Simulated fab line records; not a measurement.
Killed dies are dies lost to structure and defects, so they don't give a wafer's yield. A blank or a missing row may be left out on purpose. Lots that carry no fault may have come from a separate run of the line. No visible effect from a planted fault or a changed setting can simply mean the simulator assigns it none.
Lot-split experiment    flow n5-finfet    on a route of 1938 steps: 7 lots, 21 wafers read

## SPLIT DETAILS
At N5_BEOL_M15_ILD_DEP_00 (deposits SiO2 from TEOS/O2, target thk 1629.3 nm, time 346.1 s), the setting temp-c was moved away from the recipe's 400 C on 6 of the 21 wafers read, by -1.7% to +1.6%. All remaining wafers had this setting at the recipe value.

## FROM THE SPLIT TO THE READING: what the file shows between them, 3 steps
- N5_BEOL_M15_COAT_58: time 60 s, resist thk 89 nm
- N5_BEOL_M15_STRIP_62: strips in O2
- N5_BEOL_M15_STRIP_37: strips in O2

## THE READING
SiO2_of_BEOL_M15_ILD_DEP_00.thk-nm (the simulator's own value, which no gauge read), in nm, at N5_BEOL_M15_ETCH_38 (etches SiCN in CF4/N2, target depth 106.4 nm, time 120.5 s). The file gives no usual value for it. Here, 15 wafers ran the recipe; their average is 1582 nm with a standard deviation of 17 nm.

wafer   tool, chamber at the split  temp-c as run, C  against the recipe  SiO2_of_BEOL_M15_ILD_DEP_00.thk-nm, nm  against lot-mates on the recipe
L075.1  pecvd-02, 1                 393.2             -1.7%               1624                                    +58
L075.3  pecvd-02, 0                 400               recipe              1550                                    -
L075.6  pecvd-02, 0                 400               recipe              1582                                    -
L076.1  pecvd-01, 2,1               406.2             +1.6%               1508                                    -60
L076.2  pecvd-01, 0                 400               recipe              1568                                    -
L076.6  pecvd-01, 2,1               406.2             +1.6%               1511                                    -57
L085.4  pecvd-04, 2,0               393.4             -1.7%               1688                                    +91
L085.5  pecvd-04, 2,0               393.4             -1.7%               1657                                    +60
L085.6  pecvd-04, 1                 400               recipe              1597                                    -
L091.4  pecvd-01, 2,0,1             400               recipe              1598                                    -
L091.5  pecvd-01, 2,0,1             400               recipe              1601                                    -
L091.6  pecvd-01, 2,0,1             400               recipe              1571                                    -
L094.1  pecvd-02, 2,1,0             400               recipe              1588                                    -
L094.2  pecvd-02, 2,1,0             400               recipe              1591                                    -
L094.3  pecvd-02, 2,1,0             400               recipe              1613                                    -
L095.2  pecvd-04, 1                 402.1             +0.5%               1564                                    -5
L095.3  pecvd-04, 2,0               400               recipe              1571                                    -
L095.6  pecvd-04, 2,0               400               recipe              1567                                    -
L097.1  pecvd-02, 2,0,1             400               recipe              1568                                    -
L097.3  pecvd-02, 2,0,1             400               recipe              1563                                    -
L097.4  pecvd-02, 2,0,1             400               recipe              1600                                    -
Rows listing several chambers each stand for several wafers; the file does not say which wafer went through which chamber.

THE FIT
A straight line over all 21 wafers: SiO2_of_BEOL_M15_ILD_DEP_00.thk-nm changes by -45.1 nm for each +1% of temp-c; r = -0.89; the points scatter about the line by 19 nm.
The same after taking each lot's own level away (the mean of its wafers on the recipe; 21 wafers): -39.5 nm for each +1%; r = -0.93; scatter 13 nm.
Per that fit: largest temp-c move, reading shift of 67 nm.
Measured against the standard deviation above, the lots' own levels, which go from 1566.0 to 1597.3 nm, span 1.8 times it.
In other words, the slope is changed by the lot-to-lot level; the two fits disagree.
Check: for one of the wafers moved furthest among these (-1.7%), held out of the fit, the line's prediction against its lot-mates is +72.2 nm. It came out at +58 nm against them.

## ADDITIONAL SPLITS CARRIED BY THESE WAFERS
Other splits were also applied to these wafers ahead of the reading. Each is held against what the fit with the lots' levels taken away leaves over:
other split on the same wafers  wafers away from the commonest value  r with SiO2_of_BEOL_M15_ILD_DEP_00.thk-nm (lot level and that fit taken away)
N5_BEOL_M8_COAT_60 spin-rpm     7                                     -0.05
N5_BEOL_M9_COAT_22 spin-rpm     5                                     -0.11
N5_BEOL_M10_ETCH_41 source-w    8                                     -0.08
N5_BEOL_M11_ETCH_66 time-s      5                                     +0.03
N5_BEOL_M13_COAT_66 spin-rpm    6                                     -0.23
N5_BEOL_M14_SPUTTER_43 time-s   7                                     -0.15

## THE FILE'S OWN FIT
SiO2_of_BEOL_M15_ILD_DEP_00.thk-nm changes by -38 nm for each +1% of temp-c, r = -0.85.
